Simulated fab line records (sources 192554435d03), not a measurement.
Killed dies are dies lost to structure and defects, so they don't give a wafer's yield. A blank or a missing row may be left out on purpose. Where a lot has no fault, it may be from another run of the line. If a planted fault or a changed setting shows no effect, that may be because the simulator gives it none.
Which of the tools did it? / flow n5Finfet / Sampling: 24 lots, 72 wafers, 5 of 1938 route steps

## WHAT THE GAUGES READ, wafer by wafer
N5_BEOL_M7_CD_MEAS_11 targets a cd of 38.5 nm.
lot=L075; measured=day 10 11:14; on=cdSem-02; cdNm (nm)=38.0 37.3 38.2
lot=L074; measured=day 10 11:16; on=cdSem-01; cdNm (nm)=38.5 39.1 38.4
lot=L078; measured=day 10 16:00; on=cdSem-02; cdNm (nm)=38.1 38.7 38.8
lot=L077; measured=day 10 20:28; on=cdSem-02; cdNm (nm)=37.8 38.4 38.0
lot=L076; measured=day 11 03:53; on=cdSem-03; cdNm (nm)=38.3 37.1 38.1
lot=L080; measured=day 11 08:25; on=cdSem-01; cdNm (nm)=37.6 37.2 37.6
lot=L079; measured=day 11 09:17; on=cdSem-03; cdNm (nm)=38.1 37.8 37.6
lot=L081; measured=day 11 20:40; on=cdSem-03; cdNm (nm)=38.8 38.8 39.2
lot=L082; measured=day 12 02:35; on=cdSem-02; cdNm (nm)=38.1 37.5 37.6
lot=L083; measured=day 12 10:30; on=cdSem-01; cdNm (nm)=39.5 39.7 39.4
lot=L085; measured=day 12 14:38; on=cdSem-02; cdNm (nm)=37.6 37.9 38.4
lot=L086; measured=day 12 19:31; on=cdSem-03; cdNm (nm)=37.5 37.1 37.7
lot=L084; measured=day 12 20:49; on=cdSem-03; cdNm (nm)=39.8 40.0 39.6
lot=L087; measured=day 13 08:40; on=cdSem-03; cdNm (nm)=38.9 38.4 39.0
lot=L088; measured=day 13 18:34; on=cdSem-03; cdNm (nm)=39.3 39.0 38.6
lot=L089; measured=day 14 05:59; on=cdSem-01; cdNm (nm)=38.6 38.5 38.6
lot=L090; measured=day 14 09:07; on=cdSem-03; cdNm (nm)=38.8 38.9 39.0
lot=L091; measured=day 14 09:25; on=cdSem-02; cdNm (nm)=38.0 37.5 38.5
lot=L093; measured=day 14 09:54; on=cdSem-02; cdNm (nm)=37.7 38.4 37.8
lot=L092; measured=day 14 14:18; on=cdSem-02; cdNm (nm)=38.2 39.0 38.7
lot=L094; measured=day 15 20:16; on=cdSem-02; cdNm (nm)=39.1 40.0 39.6
lot=L096; measured=day 15 21:07; on=cdSem-01; cdNm (nm)=38.3 38.6 37.8
lot=L095; measured=day 15 23:48; on=cdSem-03; cdNm (nm)=38.9 39.6 39.3
lot=L097; measured=day 16 02:12; on=cdSem-01; cdNm (nm)=37.8 37.2 37.3

N5_BEOL_M7_OCD_MEAS_38.
lot=L075; measured=day 10 12:53; on=ocd-01; trenchDepthNm (nm)=95.0 93.8 93.5
lot=L074; measured=day 10 12:51; on=ocd-02; trenchDepthNm (nm)=90.8 92.2 89.4
lot=L078; measured=day 10 20:47; on=ocd-01; trenchDepthNm (nm)=96.3 91.4 90.8
lot=L077; measured=day 10 22:08; on=ocd-01; trenchDepthNm (nm)=96.0 91.7 92.9
lot=L076; measured=day 11 07:35; on=ocd-01; trenchDepthNm (nm)=93.3 94.6 93.0
lot=L080; measured=day 11 12:07; on=ocd-01; trenchDepthNm (nm)=93.4 90.5 92.2
lot=L079; measured=day 11 11:57; on=ocd-01; trenchDepthNm (nm)=92.9 93.8 95.4
lot=L081; measured=day 11 22:16; on=ocd-01; trenchDepthNm (nm)=92.5 93.3 89.8
lot=L082; measured=day 12 06:34; on=ocd-01; trenchDepthNm (nm)=92.7 93.5 92.2
lot=L083; measured=day 12 13:27; on=ocd-01; trenchDepthNm (nm)=94.5 95.0 92.8
lot=L085; measured=day 12 16:11; on=ocd-02; trenchDepthNm (nm)=91.3 93.5 93.2
lot=L086; measured=day 12 22:02; on=ocd-01; trenchDepthNm (nm)=90.9 90.7 93.0
lot=L084; measured=day 13 01:35; on=ocd-01; trenchDepthNm (nm)=91.6 92.8 93.4
lot=L087; measured=day 13 11:21; on=ocd-02; trenchDepthNm (nm)=96.2 91.7 95.4
lot=L088; measured=day 13 23:26; on=ocd-01; trenchDepthNm (nm)=92.9 95.0 93.6
lot=L089; measured=day 14 09:11; on=ocd-02; trenchDepthNm (nm)=96.1 94.3 95.3
lot=L090; measured=day 14 10:46; on=ocd-01; trenchDepthNm (nm)=91.3 92.7 95.1
lot=L091; measured=day 14 11:07; on=ocd-01; trenchDepthNm (nm)=93.1 92.3 92.8
lot=L093; measured=day 14 11:32; on=ocd-01; trenchDepthNm (nm)=94.5 94.3 93.5
lot=L092; measured=day 14 18:13; on=ocd-01; trenchDepthNm (nm)=93.4 92.9 93.5
lot=L094; measured=day 15 22:29; on=ocd-02; trenchDepthNm (nm)=96.5 91.0 95.7
lot=L096; measured=day 16 00:17; on=ocd-02; trenchDepthNm (nm)=91.3 89.2 95.8
lot=L095; measured=day 16 01:37; on=ocd-01; trenchDepthNm (nm)=96.2 93.4 96.1
lot=L097; measured=day 16 04:49; on=ocd-02; trenchDepthNm (nm)=95.7 92.3 94.9

## EACH LOT AND THE TOOL THAT RAN IT (in order: tool; ch and the chambers of the sampled wafers; start)
lot=L075; N5_BEOL_M7_DESCUM_16=rieDiel-03 ch 1,2, day 10 11:19; N5_BEOL_M7_ETCH_62=rieDiel-03 ch 1,2, day 10 11:25; N5_BEOL_M7_STRIP_19=rieDiel-01 ch 0,1,2, day 10 11:42
lot=L074; N5_BEOL_M7_DESCUM_16=rieDiel-06 ch 1,3, day 10 11:22; N5_BEOL_M7_ETCH_62=rieDiel-06 ch 1,3, day 10 11:28; N5_BEOL_M7_STRIP_19=rieDiel-01 ch 2,3, day 10 11:45
lot=L078; N5_BEOL_M7_DESCUM_16=rieDiel-03 ch 0,1,2, day 10 16:13; N5_BEOL_M7_ETCH_62=rieDiel-03 ch 0,1,2, day 10 16:19; N5_BEOL_M7_STRIP_19=rieDiel-06 ch 1,2,3, day 10 16:43
lot=L077; N5_BEOL_M7_DESCUM_16=rieDiel-03 ch 1,2,3, day 10 20:38; N5_BEOL_M7_ETCH_62=rieDiel-03 ch 1,2,3, day 10 20:43; N5_BEOL_M7_STRIP_19=rieDiel-03 ch 0,1,3, day 10 21:01
lot=L076; N5_BEOL_M7_DESCUM_16=rieDiel-06 ch 0,1,2, day 11 03:59; N5_BEOL_M7_ETCH_62=rieDiel-06 ch 0,1,2, day 11 04:05; N5_BEOL_M7_STRIP_19=rieDiel-06 ch 1,2,3, day 11 04:23
lot=L080; N5_BEOL_M7_DESCUM_16=rieDiel-01 ch 0,3, day 11 08:30; N5_BEOL_M7_ETCH_62=rieDiel-01 ch 0,3, day 11 08:35; N5_BEOL_M7_STRIP_19=rieDiel-06 ch 1,2,3, day 11 08:59
lot=L079; N5_BEOL_M7_DESCUM_16=rieDiel-01 ch 0,2,3, day 11 09:34; N5_BEOL_M7_ETCH_62=rieDiel-01 ch 0,2,3, day 11 09:39; N5_BEOL_M7_STRIP_19=rieDiel-01 ch 0,2,3, day 11 09:57
lot=L081; N5_BEOL_M7_DESCUM_16=rieDiel-06 ch 0,1,2, day 11 20:45; N5_BEOL_M7_ETCH_62=rieDiel-06 ch 0,1,2, day 11 20:50; N5_BEOL_M7_STRIP_19=rieDiel-03 ch 0,1, day 11 21:09
lot=L082; N5_BEOL_M7_DESCUM_16=rieDiel-06 ch 0,1, day 12 02:44; N5_BEOL_M7_ETCH_62=rieDiel-06 ch 0,1, day 12 02:50; N5_BEOL_M7_STRIP_19=rieDiel-03 ch 2,3, day 12 03:08
lot=L083; N5_BEOL_M7_DESCUM_16=rieDiel-01 ch 0,1,2, day 12 10:47; N5_BEOL_M7_ETCH_62=rieDiel-01 ch 0,1,2, day 12 10:52; N5_BEOL_M7_STRIP_19=rieDiel-01 ch 0,1,3, day 12 11:10
lot=L085; N5_BEOL_M7_DESCUM_16=rieDiel-06 ch 1,2,3, day 12 14:43; N5_BEOL_M7_ETCH_62=rieDiel-06 ch 1,2,3, day 12 14:49; N5_BEOL_M7_STRIP_19=rieDiel-01 ch 0,1,3, day 12 15:12
lot=L086; N5_BEOL_M7_DESCUM_16=rieDiel-01 ch 1,2, day 12 19:44; N5_BEOL_M7_ETCH_62=rieDiel-01 ch 1,2, day 12 19:49; N5_BEOL_M7_STRIP_19=rieDiel-06 ch 0,1, day 12 20:16
lot=L084; N5_BEOL_M7_DESCUM_16=rieDiel-01 ch 1,2,3, day 12 22:07; N5_BEOL_M7_ETCH_62=rieDiel-01 ch 1,2,3, day 12 22:13; N5_BEOL_M7_STRIP_19=rieDiel-06 ch 0,1,2, day 12 22:40
lot=L087; N5_BEOL_M7_DESCUM_16=rieDiel-01 ch 2,3, day 13 09:08; N5_BEOL_M7_ETCH_62=rieDiel-01 ch 2,3, day 13 09:14; N5_BEOL_M7_STRIP_19=rieDiel-06 ch 0,2,3, day 13 09:34
lot=L088; N5_BEOL_M7_DESCUM_16=rieDiel-01 ch 0,1,3, day 13 18:39; N5_BEOL_M7_ETCH_62=rieDiel-01 ch 0,1,3, day 13 18:45; N5_BEOL_M7_STRIP_19=rieDiel-06 ch 0,1,2, day 13 19:02
lot=L089; N5_BEOL_M7_DESCUM_16=rieDiel-01 ch 0,2,3, day 14 06:04; N5_BEOL_M7_ETCH_62=rieDiel-01 ch 0,2,3, day 14 06:10; N5_BEOL_M7_STRIP_19=rieDiel-01 ch 1,2, day 14 06:28
lot=L090; N5_BEOL_M7_DESCUM_16=rieDiel-01 ch 0,1,3, day 14 09:20; N5_BEOL_M7_ETCH_62=rieDiel-01 ch 0,1,3, day 14 09:25; N5_BEOL_M7_STRIP_19=rieDiel-01 ch 0,3, day 14 09:44
lot=L091; N5_BEOL_M7_DESCUM_16=rieDiel-03 ch 0,1,2, day 14 09:37; N5_BEOL_M7_ETCH_62=rieDiel-03 ch 0,1,2, day 14 09:43; N5_BEOL_M7_STRIP_19=rieDiel-06 ch 1,2,3, day 14 10:02
lot=L093; N5_BEOL_M7_DESCUM_16=rieDiel-03 ch 1,2, day 14 09:59; N5_BEOL_M7_ETCH_62=rieDiel-03 ch 1,2, day 14 10:04; N5_BEOL_M7_STRIP_19=rieDiel-01 ch 1,2, day 14 10:25
lot=L092; N5_BEOL_M7_DESCUM_16=rieDiel-01 ch 0,1, day 14 14:44; N5_BEOL_M7_ETCH_62=rieDiel-01 ch 0,1, day 14 14:50; N5_BEOL_M7_STRIP_19=rieDiel-06 ch 0,3, day 14 15:10
lot=L094; N5_BEOL_M7_DESCUM_16=rieDiel-06 ch 0,1,2, day 15 20:21; N5_BEOL_M7_ETCH_62=rieDiel-06 ch 0,1,2, day 15 20:26; N5_BEOL_M7_STRIP_19=rieDiel-01 ch 0,3, day 15 21:05
lot=L096; N5_BEOL_M7_DESCUM_16=rieDiel-06 ch 0,1, day 15 21:13; N5_BEOL_M7_ETCH_62=rieDiel-06 ch 0,1, day 15 21:18; N5_BEOL_M7_STRIP_19=rieDiel-01 ch 1,3, day 15 21:47
lot=L095; N5_BEOL_M7_DESCUM_16=rieDiel-03 ch 0,1, day 16 00:00; N5_BEOL_M7_ETCH_62=rieDiel-03 ch 0,1, day 16 00:05; N5_BEOL_M7_STRIP_19=rieDiel-03 ch 0,2, day 16 00:23
lot=L097; N5_BEOL_M7_DESCUM_16=rieDiel-01 ch 1,3, day 16 02:17; N5_BEOL_M7_ETCH_62=rieDiel-01 ch 1,3, day 16 02:23; N5_BEOL_M7_STRIP_19=rieDiel-03 ch 0,1,3, day 16 02:40
- N5_BEOL_M7_DESCUM_16: chemistry O2, time 7.9 s.
- N5_BEOL_M7_ETCH_62: etches SOC in N2/H2, target depth 110 nm, overetch 22 nm, time 165 s.
- N5_BEOL_M7_STRIP_19: strips in O2.

## WHAT THE TOOLS THEMSELVES READ (means of the sampled wafers that have a number; where no wafer has one, the mark that the record gives instead)
N5_BEOL_M7_DESCUM_16.
lot=L075; tool=rieDiel-03; drypumpMotorCurrentA (A)=5.0; oesProductAu (a.u.)=0.81; rfVppV (V)=242.8; showerheadPlenumPTorr (Torr)=2.06; throttleValvePct (%)=20.66
lot=L074; tool=rieDiel-06; drypumpMotorCurrentA (A)=5.4; oesProductAu (a.u.)=0.84; rfVppV (V)=243.3; showerheadPlenumPTorr (Torr)=2.13; throttleValvePct (%)=20.50
lot=L078; tool=rieDiel-03; drypumpMotorCurrentA (A)=5.2; oesProductAu (a.u.)=0.83; rfVppV (V)=242.9; showerheadPlenumPTorr (Torr)=2.09; throttleValvePct (%)=20.52
lot=L077; tool=rieDiel-03; drypumpMotorCurrentA (A)=4.9; oesProductAu (a.u.)=0.78; rfVppV (V)=242.8; showerheadPlenumPTorr (Torr)=2.06; throttleValvePct (%)=20.60
lot=L076; tool=rieDiel-06; drypumpMotorCurrentA (A)=5.9; oesProductAu (a.u.)=0.83; rfVppV (V)=243.8; showerheadPlenumPTorr (Torr)=2.14; throttleValvePct (%)=20.20
lot=L080; tool=rieDiel-01; drypumpMotorCurrentA (A)=6.2; oesProductAu (a.u.)=0.79; rfVppV (V)=242.6; showerheadPlenumPTorr (Torr)=2.06; throttleValvePct (%)=20.37
lot=L079; tool=rieDiel-01; drypumpMotorCurrentA (A)=6.1; oesProductAu (a.u.)=0.76; rfVppV (V)=243.8; showerheadPlenumPTorr (Torr)=2.11; throttleValvePct (%)=20.52
lot=L081; tool=rieDiel-06; drypumpMotorCurrentA (A)=5.9; oesProductAu (a.u.)=0.84; rfVppV (V)=243.9; showerheadPlenumPTorr (Torr)=2.13; throttleValvePct (%)=20.20
lot=L082; tool=rieDiel-06; drypumpMotorCurrentA (A)=5.7; oesProductAu (a.u.)=0.88; rfVppV (V)=244.2; showerheadPlenumPTorr (Torr)=2.13; throttleValvePct (%)=20.29
lot=L083; tool=rieDiel-01; drypumpMotorCurrentA (A)=5.9; oesProductAu (a.u.)=0.71; rfVppV (V)=243.2; showerheadPlenumPTorr (Torr)=2.10; throttleValvePct (%)=20.70
lot=L085; tool=rieDiel-06; drypumpMotorCurrentA (A)=5.7; oesProductAu (a.u.)=0.78; rfVppV (V)=243.8; showerheadPlenumPTorr (Torr)=2.13; throttleValvePct (%)=20.43
lot=L086; tool=rieDiel-01; drypumpMotorCurrentA (A)=5.9; oesProductAu (a.u.)=0.73; rfVppV (V)=243.5; showerheadPlenumPTorr (Torr)=2.13; throttleValvePct (%)=20.62
lot=L084; tool=rieDiel-01; drypumpMotorCurrentA (A)=6.0; oesProductAu (a.u.)=0.76; rfVppV (V)=242.9; showerheadPlenumPTorr (Torr)=2.08; throttleValvePct (%)=20.48
lot=L087; tool=rieDiel-01; drypumpMotorCurrentA (A)=6.1; oesProductAu (a.u.)=0.80; rfVppV (V)=242.8; showerheadPlenumPTorr (Torr)=2.09; throttleValvePct (%)=20.32
lot=L088; tool=rieDiel-01; drypumpMotorCurrentA (A)=6.0; oesProductAu (a.u.)=0.73; rfVppV (V)=241.7; showerheadPlenumPTorr (Torr)=2.04; throttleValvePct (%)=20.57
lot=L089; tool=rieDiel-01; drypumpMotorCurrentA (A)=6.1; oesProductAu (a.u.)=0.75; rfVppV (V)=243.3; showerheadPlenumPTorr (Torr)=2.11; throttleValvePct (%)=20.54
lot=L090; tool=rieDiel-01; drypumpMotorCurrentA (A)=6.0; oesProductAu (a.u.)=0.72; rfVppV (V)=242.7; showerheadPlenumPTorr (Torr)=2.04; throttleValvePct (%)=20.58
lot=L091; tool=rieDiel-03; drypumpMotorCurrentA (A)=5.2; oesProductAu (a.u.)=0.80; rfVppV (V)=242.6; showerheadPlenumPTorr (Torr)=2.08; throttleValvePct (%)=20.55
lot=L093; tool=rieDiel-03; drypumpMotorCurrentA (A)=5.0; oesProductAu (a.u.)=0.77; rfVppV (V)=241.5; showerheadPlenumPTorr (Torr)=2.05; throttleValvePct (%)=20.69
lot=L092; tool=rieDiel-01; drypumpMotorCurrentA (A)=5.9; oesProductAu (a.u.)=0.67; rfVppV (V)=242.3; showerheadPlenumPTorr (Torr)=2.02; throttleValvePct (%)=20.76
lot=L094; tool=rieDiel-06; drypumpMotorCurrentA (A)=5.9; oesProductAu (a.u.)=0.80; rfVppV (V)=244.1; showerheadPlenumPTorr (Torr)=2.12; throttleValvePct (%)=20.24
lot=L096; tool=rieDiel-06; drypumpMotorCurrentA (A)=5.7; oesProductAu (a.u.)=0.83; rfVppV (V)=242.9; showerheadPlenumPTorr (Torr)=2.12; throttleValvePct (%)=20.34
lot=L095; tool=rieDiel-03; drypumpMotorCurrentA (A)=5.3; oesProductAu (a.u.)=0.81; rfVppV (V)=243.3; showerheadPlenumPTorr (Torr)=2.08; throttleValvePct (%)=20.48
lot=L097; tool=rieDiel-01; drypumpMotorCurrentA (A)=5.9; oesProductAu (a.u.)=0.71; rfVppV (V)=241.1; showerheadPlenumPTorr (Torr)=2.00; throttleValvePct (%)=20.55

N5_BEOL_M7_ETCH_62.
lot=L075; tool=rieDiel-03; drypumpMotorCurrentA (A)=5.0; oesProductAu (a.u.)=0.67; rfVppV (V)=522.4; showerheadPlenumPTorr (Torr)=2.50; throttleValvePct (%)=18.01
lot=L074; tool=rieDiel-06; drypumpMotorCurrentA (A)=5.5; oesProductAu (a.u.)=0.72; rfVppV (V)=523.8; showerheadPlenumPTorr (Torr)=2.58; throttleValvePct (%)=17.87
lot=L078; tool=rieDiel-03; drypumpMotorCurrentA (A)=5.2; oesProductAu (a.u.)=0.69; rfVppV (V)=523.7; showerheadPlenumPTorr (Torr)=2.54; throttleValvePct (%)=17.89
lot=L077; tool=rieDiel-03; drypumpMotorCurrentA (A)=4.9; oesProductAu (a.u.)=0.66; rfVppV (V)=522.6; showerheadPlenumPTorr (Torr)=2.49; throttleValvePct (%)=17.98
lot=L076; tool=rieDiel-06; drypumpMotorCurrentA (A)=5.9; oesProductAu (a.u.)=0.72; rfVppV (V)=526.2; showerheadPlenumPTorr (Torr)=2.61; throttleValvePct (%)=17.72
lot=L080; tool=rieDiel-01; drypumpMotorCurrentA (A)=6.2; oesProductAu (a.u.)=0.67; rfVppV (V)=523.4; showerheadPlenumPTorr (Torr)=2.48; throttleValvePct (%)=17.60
lot=L079; tool=rieDiel-01; drypumpMotorCurrentA (A)=6.1; oesProductAu (a.u.)=0.66; rfVppV (V)=524.0; showerheadPlenumPTorr (Torr)=2.55; throttleValvePct (%)=17.73
lot=L081; tool=rieDiel-06; drypumpMotorCurrentA (A)=5.9; oesProductAu (a.u.)=0.70; rfVppV (V)=525.7; showerheadPlenumPTorr (Torr)=2.61; throttleValvePct (%)=17.72
lot=L082; tool=rieDiel-06; drypumpMotorCurrentA (A)=5.6; oesProductAu (a.u.)=0.75; rfVppV (V)=525.3; showerheadPlenumPTorr (Torr)=2.59; throttleValvePct (%)=17.78
lot=L083; tool=rieDiel-01; drypumpMotorCurrentA (A)=5.9; oesProductAu (a.u.)=0.62; rfVppV (V)=523.4; showerheadPlenumPTorr (Torr)=2.53; throttleValvePct (%)=17.97
lot=L085; tool=rieDiel-06; drypumpMotorCurrentA (A)=5.7; oesProductAu (a.u.)=0.66; rfVppV (V)=524.1; showerheadPlenumPTorr (Torr)=2.58; throttleValvePct (%)=17.85
lot=L086; tool=rieDiel-01; drypumpMotorCurrentA (A)=5.9; oesProductAu (a.u.)=0.63; rfVppV (V)=525.0; showerheadPlenumPTorr (Torr)=2.57; throttleValvePct (%)=17.88
lot=L084; tool=rieDiel-01; drypumpMotorCurrentA (A)=6.0; oesProductAu (a.u.)=0.64; rfVppV (V)=522.6; showerheadPlenumPTorr (Torr)=2.51; throttleValvePct (%)=17.75
lot=L087; tool=rieDiel-01; drypumpMotorCurrentA (A)=6.2; oesProductAu (a.u.)=0.68; rfVppV (V)=523.5; showerheadPlenumPTorr (Torr)=2.52; throttleValvePct (%)=17.54
lot=L088; tool=rieDiel-01; drypumpMotorCurrentA (A)=6.0; oesProductAu (a.u.)=0.62; rfVppV (V)=522.3; showerheadPlenumPTorr (Torr)=2.46; throttleValvePct (%)=17.85
lot=L089; tool=rieDiel-01; drypumpMotorCurrentA (A)=6.1; oesProductAu (a.u.)=0.64; rfVppV (V)=524.1; showerheadPlenumPTorr (Torr)=2.54; throttleValvePct (%)=17.77
lot=L090; tool=rieDiel-01; drypumpMotorCurrentA (A)=6.0; oesProductAu (a.u.)=0.62; rfVppV (V)=521.6; showerheadPlenumPTorr (Torr)=2.46; throttleValvePct (%)=17.87
lot=L091; tool=rieDiel-03; drypumpMotorCurrentA (A)=5.2; oesProductAu (a.u.)=0.68; rfVppV (V)=523.9; showerheadPlenumPTorr (Torr)=2.54; throttleValvePct (%)=17.92
lot=L093; tool=rieDiel-03; drypumpMotorCurrentA (A)=5.0; oesProductAu (a.u.)=0.66; rfVppV (V)=522.6; showerheadPlenumPTorr (Torr)=2.49; throttleValvePct (%)=18.04
lot=L092; tool=rieDiel-01; drypumpMotorCurrentA (A)=5.9; oesProductAu (a.u.)=0.58; rfVppV (V)=520.7; showerheadPlenumPTorr (Torr)=2.45; throttleValvePct (%)=18.09
lot=L094; tool=rieDiel-06; drypumpMotorCurrentA (A)=5.9; oesProductAu (a.u.)=0.68; rfVppV (V)=525.0; showerheadPlenumPTorr (Torr)=2.59; throttleValvePct (%)=17.79
lot=L096; tool=rieDiel-06; drypumpMotorCurrentA (A)=5.7; oesProductAu (a.u.)=0.71; rfVppV (V)=524.5; showerheadPlenumPTorr (Torr)=2.58; throttleValvePct (%)=17.83
lot=L095; tool=rieDiel-03; drypumpMotorCurrentA (A)=5.3; oesProductAu (a.u.)=0.70; rfVppV (V)=524.6; showerheadPlenumPTorr (Torr)=2.54; throttleValvePct (%)=17.88
lot=L097; tool=rieDiel-01; drypumpMotorCurrentA (A)=5.9; oesProductAu (a.u.)=0.62; rfVppV (V)=520.7; showerheadPlenumPTorr (Torr)=2.42; throttleValvePct (%)=17.89

N5_BEOL_M7_STRIP_19.
lot=L075; tool=rieDiel-01; drypumpMotorCurrentA (A)=5.9; oesProductAu (a.u.)=0.72; rfVppV (V)=4.3; showerheadPlenumPTorr (Torr)=2.11; throttleValvePct (%)=16.91
lot=L074; tool=rieDiel-01; drypumpMotorCurrentA (A)=6.1; oesProductAu (a.u.)=0.82; rfVppV (V)=3.4; showerheadPlenumPTorr (Torr)=2.10; throttleValvePct (%)=16.53
lot=L078; tool=rieDiel-06; drypumpMotorCurrentA (A)=5.7; oesProductAu (a.u.)=0.80; rfVppV (V)=3.4; showerheadPlenumPTorr (Torr)=2.14; throttleValvePct (%)=16.66
lot=L077; tool=rieDiel-03; drypumpMotorCurrentA (A)=5.0; oesProductAu (a.u.)=0.82; rfVppV (V)=3.0; showerheadPlenumPTorr (Torr)=2.06; throttleValvePct (%)=16.74
lot=L076; tool=rieDiel-06; drypumpMotorCurrentA (A)=5.7; oesProductAu (a.u.)=0.79; rfVppV (V)=3.4; showerheadPlenumPTorr (Torr)=2.14; throttleValvePct (%)=16.68
lot=L080; tool=rieDiel-06; drypumpMotorCurrentA (A)=5.7; oesProductAu (a.u.)=0.79; rfVppV (V)=3.3; showerheadPlenumPTorr (Torr)=2.14; throttleValvePct (%)=16.67
lot=L079; tool=rieDiel-01; drypumpMotorCurrentA (A)=6.0; oesProductAu (a.u.)=0.76; rfVppV (V)=4.2; showerheadPlenumPTorr (Torr)=2.12; throttleValvePct (%)=16.75
lot=L081; tool=rieDiel-03; drypumpMotorCurrentA (A)=5.3; oesProductAu (a.u.)=0.85; rfVppV (V)=4.1; showerheadPlenumPTorr (Torr)=2.09; throttleValvePct (%)=16.67
lot=L082; tool=rieDiel-03; drypumpMotorCurrentA (A)=4.9; oesProductAu (a.u.)=0.76; rfVppV (V)=3.7; showerheadPlenumPTorr (Torr)=2.09; throttleValvePct (%)=16.75
lot=L083; tool=rieDiel-01; drypumpMotorCurrentA (A)=6.0; oesProductAu (a.u.)=0.74; rfVppV (V)=3.3; showerheadPlenumPTorr (Torr)=2.05; throttleValvePct (%)=16.78
lot=L085; tool=rieDiel-01; drypumpMotorCurrentA (A)=6.0; oesProductAu (a.u.)=0.74; rfVppV (V)=3.3; showerheadPlenumPTorr (Torr)=2.05; throttleValvePct (%)=16.78
lot=L086; tool=rieDiel-06; drypumpMotorCurrentA (A)=5.7; oesProductAu (a.u.)=0.86; rfVppV (V)=3.7; showerheadPlenumPTorr (Torr)=2.13; throttleValvePct (%)=16.55
lot=L084; tool=rieDiel-06; drypumpMotorCurrentA (A)=5.9; oesProductAu (a.u.)=0.83; rfVppV (V)=3.3; showerheadPlenumPTorr (Torr)=2.14; throttleValvePct (%)=16.48
lot=L087; tool=rieDiel-06; drypumpMotorCurrentA (A)=6.2; oesProductAu (a.u.)=0.77; rfVppV (V)=3.5; showerheadPlenumPTorr (Torr)=2.12; throttleValvePct (%)=16.49
lot=L088; tool=rieDiel-06; drypumpMotorCurrentA (A)=5.9; oesProductAu (a.u.)=0.81; rfVppV (V)=3.7; showerheadPlenumPTorr (Torr)=2.13; throttleValvePct (%)=16.51
lot=L089; tool=rieDiel-01; drypumpMotorCurrentA (A)=5.9; oesProductAu (a.u.)=0.72; rfVppV (V)=3.5; showerheadPlenumPTorr (Torr)=2.13; throttleValvePct (%)=16.89
lot=L090; tool=rieDiel-01; drypumpMotorCurrentA (A)=6.2; oesProductAu (a.u.)=0.77; rfVppV (V)=4.3; showerheadPlenumPTorr (Torr)=2.06; throttleValvePct (%)=16.64
lot=L091; tool=rieDiel-06; drypumpMotorCurrentA (A)=5.7; oesProductAu (a.u.)=0.76; rfVppV (V)=3.9; showerheadPlenumPTorr (Torr)=2.13; throttleValvePct (%)=16.72
lot=L093; tool=rieDiel-01; drypumpMotorCurrentA (A)=5.8; oesProductAu (a.u.)=0.70; rfVppV (V)=3.7; showerheadPlenumPTorr (Torr)=2.06; throttleValvePct (%)=16.93
lot=L092; tool=rieDiel-06; drypumpMotorCurrentA (A)=6.4; oesProductAu (a.u.)=0.81; rfVppV (V)=3.3; showerheadPlenumPTorr (Torr)=2.11; throttleValvePct (%)=16.34
lot=L094; tool=rieDiel-01; drypumpMotorCurrentA (A)=6.2; oesProductAu (a.u.)=0.76; rfVppV (V)=3.7; showerheadPlenumPTorr (Torr)=2.06; throttleValvePct (%)=16.66
lot=L096; tool=rieDiel-01; drypumpMotorCurrentA (A)=6.0; oesProductAu (a.u.)=0.72; rfVppV (V)=3.5; showerheadPlenumPTorr (Torr)=2.01; throttleValvePct (%)=16.80
lot=L095; tool=rieDiel-03; drypumpMotorCurrentA (A)=5.2; oesProductAu (a.u.)=0.78; rfVppV (V)=4.2; showerheadPlenumPTorr (Torr)=2.12; throttleValvePct (%)=16.71
lot=L097; tool=rieDiel-03; drypumpMotorCurrentA (A)=5.1; oesProductAu (a.u.)=0.78; rfVppV (V)=4.1; showerheadPlenumPTorr (Torr)=2.05; throttleValvePct (%)=16.78

## THE ANSWER, worked out from the rows above alone
Rule: usual is defined by the lots themselves. The widest of any qualifying gaps counts: lots, ordered by their means at a reading, are off when they make up no more than a third of the lots, leave a main group of 4 or more, and stand apart from it by 3 or more times the standard deviation of that group's means. A main group whose means are all the same, to the digits that the tables above print for the reading, isn't used. Also off: a lot with no number at a reading for which 4 or more lots have one. The other lots that the step has rows for count as sound. Order of review: gauges by route order, followed by the tools' own readings, for which a lot's mean as printed above is used. The first step at which some lot is off is used, and at that step the reading that is off furthest; a lot without a number counts as furthest.
Nothing can be told from this: no lot is off at any reading shown.

## WHAT WAS PUT IN BY THE SIMULATOR
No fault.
